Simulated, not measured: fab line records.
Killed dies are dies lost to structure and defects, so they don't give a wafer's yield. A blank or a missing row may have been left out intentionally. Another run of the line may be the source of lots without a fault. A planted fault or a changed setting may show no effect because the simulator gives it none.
Split-lot trial | flow n5Finfet | 21 wafers read across 7 lots, on a route 1938 steps long

## THE SPLIT
At N5_HKMG_FIN_ETCH_35 (etches SOC in N2/H2, target depth 215.8 nm, time 243.4 s), the setting biasW was moved away from the recipe's 5 W on 7 of the 21 wafers read, by -15.5% to +16.8%. This setting was run at the recipe's value on the other wafers.

The split's own step is where the reading is taken.

## THE READING
rfVppV, in V, at N5_HKMG_FIN_ETCH_35 (etches SOC in N2/H2, target depth 215.8 nm, time 243.4 s). On this fab line, fault-free wafers typically give 141.7 V with a standard deviation of 1 V.

wafer  | tool, chamber at the split | biasW as run, W | against the recipe | rfVppV, V | against lot-mates on the recipe
L076.1 | rieDiel-01, 3              | 5               | recipe             | 142.4     | -
L076.3 | rieDiel-01, 0              | 5               | recipe             | 141.8     | -
L076.6 | rieDiel-01, 2              | 5.769           | +15.4%             | 156.1     | +14.0
L078.2 | rieDiel-01, 0              | 5               | recipe             | 144.3     | -
L078.3 | rieDiel-01, 3              | 5               | recipe             | 143.0     | -
L078.6 | rieDiel-01, 1              | 5               | recipe             | 140.7     | -
L080.1 | rieDiel-01, 1              | 5               | recipe             | 141.3     | -
L080.5 | rieDiel-01, 3              | 4.224           | -15.5%             | 129.5     | -12.3
L080.6 | rieDiel-01, 2              | 5               | recipe             | 142.3     | -
L085.1 | rieDiel-02, 2              | 5               | recipe             | 142.5     | -
L085.2 | rieDiel-02, 3              | 5.839           | +16.8%             | 156.6     | +14.6
L085.4 | rieDiel-02, 1              | 5               | recipe             | 141.5     | -
L086.1 | rieDiel-01, 1              | 5.586           | +11.7%             | 149.8     | no lot-mate on the recipe
L086.4 | rieDiel-01, 3              | 5.586           | +11.7%             | 154.8     | no lot-mate on the recipe
L086.6 | rieDiel-01, 1              | 5.586           | +11.7%             | 150.7     | no lot-mate on the recipe
L093.2 | rieDiel-02, 1              | 5               | recipe             | 139.4     | -
L093.5 | rieDiel-02, 3              | 5               | recipe             | 141.8     | -
L093.6 | rieDiel-02, 0              | 5               | recipe             | 143.1     | -
L094.1 | rieDiel-01, 1              | 5               | recipe             | 140.5     | -
L094.4 | rieDiel-01, 2              | 5               | recipe             | 141.7     | -
L094.6 | rieDiel-01, 2              | 5.519           | +10.4%             | 150.7     | +9.6

THE FIT
A straight line over all 21 wafers: rfVppV changes by +0.853 V for each +1% of biasW; r = +0.98; the points scatter about the line by 1.4 V.
The same after taking each lot's own level away (the mean of its wafers on the recipe; 18 wafers): +0.862 V for each +1%; r = +0.99; scatter 1 V.
The reading moves by 14 V for the largest change in biasW, on that fit.
Across the lots, their own levels run from 141.10 to 142.67 V, a range of 1.6 times the standard deviation given above.
Hence the lot-to-lot level has little effect on the slope; both slopes agree.
Check: +14.6 V against its lot-mates is what the line predicts for one of the wafers moved furthest among these (+16.8%) when that wafer is left out of the fit. Against them it came out at +14.6 V.
Tool readings at the split's step, against how far the setting was moved: rfVppV r = +0.98.

## ADDITIONAL SPLITS CARRIED BY THESE WAFERS
Note: prior to the reading, these wafers also went through further splits. Each is held against what the fit with the lots' levels taken away leaves over:
other split on the same wafers | wafers away from the commonest value | r with rfVppV (lot level and that fit taken away)
N5_DUMMY_GATE_COAT_09 spinRpm  | 3                                    | +0.08
N5_SD_EPI_N_COAT_33 spinRpm    | 8                                    | +0.41
N5_SD_EPI_N_DESCUM_14 timeS    | 3                                    | +0.04
N5_ILD0_CMP_03 downForcePsi    | 8                                    | -0.15
N5_HKMG_FIN_COAT_41 spinRpm    | 7                                    | +0.11

## THE WHOLE CHAIN: every reading that the file lists as answering this split, in the file's order
step                | what it does                                             | reading                                                                        | change (the file's fit)               | r (the file's)
N5_HKMG_FIN_ETCH_35 | etches SOC in N2/H2, target depth 215.8 nm, time 243.4 s | rfVppV                                                                         | +0.868 V for each +1% of the setting  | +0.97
N5_HKMG_FIN_ETCH_35 | etches SOC in N2/H2, target depth 215.8 nm, time 243.4 s | HKMG_FIN.featureDepthNm (the simulator's own value, which no gauge read)       | +0.839 nm for each +1% of the setting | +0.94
N5_HKMG_FIN_ETCH_35 | etches SOC in N2/H2, target depth 215.8 nm, time 243.4 s | etch.depthNm (the simulator's own value, which no gauge read)                  | +0.839 nm for each +1% of the setting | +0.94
N5_HKMG_FIN_ETCH_35 | etches SOC in N2/H2, target depth 215.8 nm, time 243.4 s | SOC_of_HKMG_FIN_COAT_29.thkNm (the simulator's own value, which no gauge read) | -0.833 nm for each +1% of the setting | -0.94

## THE FILE'S OWN FIT
rfVppV changes by +0.868 V for each +1% of biasW, r = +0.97.
